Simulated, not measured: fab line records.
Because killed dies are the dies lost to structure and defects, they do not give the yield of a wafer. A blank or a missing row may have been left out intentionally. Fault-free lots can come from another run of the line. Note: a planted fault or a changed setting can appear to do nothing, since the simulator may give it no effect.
Which tool was responsible? + flow nand-harc + Sampling: 13 lots, 39 wafers, 6 of 1302 route steps

WHAT THE GAUGES READ, wafer by wafer
NHARC_A_ONON_D2_THK_MEAS_05: measures by ellipsometry.
| lot  | measured     | on            | thk-nm (nm)    |
|------|--------------|---------------|----------------|
| L694 | day 13 03:41 | film-metro-02 | 1007 1006 1007 |
| L695 | day 13 15:28 | film-metro-01 | 997 998 997    |
| L696 | day 13 15:20 | film-metro-02 | 992 990 992    |
| L693 | day 13 15:20 | film-metro-01 | 991 990 990    |
| L698 | day 14 07:06 | film-metro-02 | 1004 1007 1006 |
| L699 | day 14 19:07 | film-metro-02 | 1017 1017 1018 |
| L700 | day 15 17:43 | film-metro-02 | 1002 1002 1003 |
| L701 | day 16 01:13 | film-metro-01 | 1012 1014 1014 |
| L705 | day 17 02:14 | film-metro-01 | 986 986 988    |
| L708 | day 19 03:06 | film-metro-02 | 996 995 995    |
| L710 | day 20 00:20 | film-metro-01 | 1003 1002 1005 |
| L712 | day 20 03:04 | film-metro-01 | 985 988 989    |
| L711 | day 20 02:54 | film-metro-01 | 993 995 992    |

NHARC_A_ONON_D2_THK_MEAS_27: measures by ellipsometry.
| lot  | measured     | on            | thk-nm (nm)    |
|------|--------------|---------------|----------------|
| L694 | day 13 14:25 | film-metro-01 | 986 987 986    |
| L695 | day 14 02:49 | film-metro-02 | 992 993 993    |
| L696 | day 14 02:41 | film-metro-01 | 1004 1005 1005 |
| L693 | day 14 02:28 | film-metro-02 | 1010 1010 1012 |
| L698 | day 14 15:40 | film-metro-01 | 1011 1010 1012 |
| L699 | day 15 05:52 | film-metro-01 | 996 994 997    |
| L700 | day 16 04:31 | film-metro-02 | 1008 1007 1006 |
| L701 | day 16 14:10 | film-metro-01 | 1017 1016 1015 |
| L705 | day 17 10:29 | film-metro-02 | 1005 1004 1004 |
| L708 | day 19 13:53 | film-metro-01 | 995 1491 1488  |
| L710 | day 20 11:08 | film-metro-01 | 1486 1484 1485 |
| L712 | day 20 11:08 | film-metro-02 | 985 985 987    |
| L711 | day 20 11:09 | film-metro-01 | 1000 999 999   |

NHARC_A_CHANNEL_HOLE_D2_CD_MEAS_10: target cd 100 nm.
| lot  | measured     | on        | cd-nm (nm)        |
|------|--------------|-----------|-------------------|
| L694 | day 13 18:56 | cd-sem-03 | 100.5 100.5 99.8  |
| L695 | day 14 08:34 | cd-sem-03 | 100.7 100.7 101.2 |
| L696 | day 14 06:56 | cd-sem-01 | 100.6 99.7 100.0  |
| L693 | day 14 06:40 | cd-sem-02 | 100.5 100.6 100.0 |
| L698 | day 14 19:46 | cd-sem-01 | 98.9 99.1 99.4    |
| L699 | day 15 12:56 | cd-sem-03 | 100.0 99.7 100.4  |
| L700 | day 16 08:23 | cd-sem-03 | 100.6 100.8 99.3  |
| L701 | day 16 19:34 | cd-sem-01 | 99.7 100.5 99.9   |
| L705 | day 17 17:55 | cd-sem-03 | 100.2 100.8 100.2 |
| L708 | day 19 18:44 | cd-sem-01 | 100.7             |
| L712 | day 20 18:02 | cd-sem-02 | 100.4 100.8 100.7 |
| L711 | day 20 18:59 | cd-sem-01 | 100.4 100.0 99.7  |

NHARC_END_SORT_01.
| lot  | measured     | on        | killed-at-array | killed-at-other | killed-at-periphery | killed-dies | killed-open | killed-short |
|------|--------------|-----------|-----------------|-----------------|---------------------|-------------|-------------|--------------|
| L695 | day 25 12:50 | prober-02 | 88 99 80        | 0 0 0           | 5 5 5               | 93 104 85   | 3 0 0       | 7 2 3        |
| L700 | day 27 20:25 | prober-02 | 47 48 64        | 0 1 1           | 1 6 1               | 48 55 66    | 4 4 2       | 1 3 2        |
| L705 | day 29 06:58 | prober-01 | 42 37 29        | 0 1 1           | 3 1 6               | 45 39 36    | 3 8 3       | 2 2 2        |
| L708 | day 30 21:44 | prober-01 | 108 672 671     | 1 2 0           | 3 3 6               | 112 677 677 | 4 3 7       | 2 1 2        |
| L710 | day 32 19:04 | prober-01 | 671 675 674     | 0 0 0           | 6 2 3               | 677 677 677 | 3 4 4       | 4 1 2        |
| L712 | day 32 05:35 | prober-02 | 69 58 76        | 1 0 1           | 1 1 1               | 71 59 78    | 0 3 2       | 4 0 1        |

WHAT TOOL EACH LOT RAN ON (gives the tool, then ch and the chambers of the sampled wafers, and finally the start)
| lot  | NHARC_A_DECK1_JOINT_DEP_16      | NHARC_A_ONON_D2_DEP_25           |
|------|---------------------------------|----------------------------------|
| L694 | pecvd-02 ch 0,1, day 13 02:14   | pecvd-onon-01 ch 0, day 13 13:58 |
| L695 | pecvd-03 ch 0,1,2, day 13 13:53 | pecvd-onon-03 ch 0, day 14 02:22 |
| L696 | pecvd-01 ch 0,1,2, day 13 13:55 | pecvd-onon-01 ch 0, day 14 02:10 |
| L693 | pecvd-02 ch 0,1,2, day 13 13:58 | pecvd-onon-03 ch 0, day 14 02:08 |
| L698 | pecvd-02 ch 0,1,2, day 14 05:41 | pecvd-onon-03 ch 0, day 14 15:10 |
| L699 | pecvd-01 ch 0,1,2, day 14 17:44 | pecvd-onon-04 ch 0, day 15 05:32 |
| L700 | pecvd-01 ch 0,1, day 15 16:19   | pecvd-onon-03 ch 0, day 16 04:07 |
| L701 | pecvd-02 ch 0,2, day 15 23:45   | pecvd-onon-04 ch 0, day 16 13:43 |
| L705 | pecvd-02 ch 0,2, day 17 00:50   | pecvd-onon-04 ch 0, day 17 09:58 |
| L708 | pecvd-03 ch 0,2, day 19 01:39   | pecvd-onon-01 ch 0, day 19 13:25 |
| L710 | pecvd-02 ch 0,1,2, day 19 22:52 | pecvd-onon-01 ch 0, day 20 10:44 |
| L712 | pecvd-01 ch 1,2, day 20 01:11   | pecvd-onon-04 ch 0, day 20 10:37 |
| L711 | pecvd-03 ch 0,1,2, day 20 01:13 | pecvd-onon-03 ch 0, day 20 10:42 |
- NHARC_A_DECK1_JOINT_DEP_16: deposits SiO2, target thk 45 nm.
- NHARC_A_ONON_D2_DEP_25: target thk 1000 nm.

AS READ BY THE TOOLS THEMSELVES (means over the sampled wafers that have a number; for cases with no such wafer, the mark the record gives instead)
NHARC_A_DECK1_JOINT_DEP_16.
| lot  | tool     | heater-power-w (W) | showerhead-vpp-V (V) | throttle-valve-pct (%) |
|------|----------|--------------------|----------------------|------------------------|
| L694 | pecvd-02 | 506                | 1844                 | 15.3                   |
| L695 | pecvd-03 | 511                | 1844                 | 15.8                   |
| L696 | pecvd-01 | 602                | 1761                 | 16.2                   |
| L693 | pecvd-02 | 552                | 1837                 | 15.5                   |
| L698 | pecvd-02 | 477                | 1835                 | 15.6                   |
| L699 | pecvd-01 | 624                | 1752                 | 15.5                   |
| L700 | pecvd-01 | 731                | 1708                 | 15.3                   |
| L701 | pecvd-02 | 494                | 1896                 | 15.9                   |
| L705 | pecvd-02 | 590                | 1832                 | 15.8                   |
| L708 | pecvd-03 | 543                | 1794                 | 15.3                   |
| L710 | pecvd-02 | 560                | 1830                 | 15.1                   |
| L712 | pecvd-01 | 691                | 1812                 | 16.0                   |
| L711 | pecvd-03 | 523                | 1826                 | 15.6                   |

NHARC_A_ONON_D2_DEP_25.
| lot  | tool          | n2o-flow-sccm (sccm) |
|------|---------------|----------------------|
| L694 | pecvd-onon-01 | 2002                 |
| L695 | pecvd-onon-03 | 1992                 |
| L696 | pecvd-onon-01 | 2001                 |
| L693 | pecvd-onon-03 | 1999                 |
| L698 | pecvd-onon-03 | 1997                 |
| L699 | pecvd-onon-04 | 1995                 |
| L700 | pecvd-onon-03 | 2007                 |
| L701 | pecvd-onon-04 | 1998                 |
| L705 | pecvd-onon-04 | 2009                 |
| L708 | pecvd-onon-01 | 2003                 |
| L710 | pecvd-onon-01 | 1999                 |
| L712 | pecvd-onon-04 | 2004                 |
| L711 | pecvd-onon-03 | 2003                 |

THE ANSWER, worked out from the rows above alone
Rule: the lots themselves supply what counts as usual. The widest of any qualifying gaps counts: lots, ordered by their means at a reading, are off when they make up no more than a third of the lots, leave a main group of 4 or more, and stand apart from it by 3 or more times the standard deviation of that group's means. A main group is skipped when, at the precision printed for the reading in the tables above, its means are all equal. A lot without any number at a reading at which 4 lots or more have one is off too. Where the step has rows for the other lots, those lots are counted as sound. Order of review: gauges by route order, followed by the tools' own readings, for which a lot's mean as printed above is used. At the first step where some lot is off, the reading lying furthest off is the one used; lots without a number count as furthest.
Off: L708, L710 (NHARC_A_ONON_D2_THK_MEAS_27, thk-nm). Main group: mean 1001 nm, sd 9.7.
If a tool, at a process step before that reading, ran all the lots that are off and no sound lot after the first of them, it fits. Not tried: the gauges at NHARC_A_ONON_D2_THK_MEAS_27; whatever is off there is also off at NHARC_END_SORT_01, on other tools, and gauge error can't account for it. One candidate fits, namely pecvd-onon-01 at NHARC_A_ONON_D2_DEP_25. A fault onset in the window from L696 (day 14 02:10, its last sound lot) to L708 (day 19 13:25, its first lot off) fits.

WHAT THE SIMULATOR HAD INSERTED
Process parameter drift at NHARC_A_ONON_D2_DEP_25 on pecvd-onon-01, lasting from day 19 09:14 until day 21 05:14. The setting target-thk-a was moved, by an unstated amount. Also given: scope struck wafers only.
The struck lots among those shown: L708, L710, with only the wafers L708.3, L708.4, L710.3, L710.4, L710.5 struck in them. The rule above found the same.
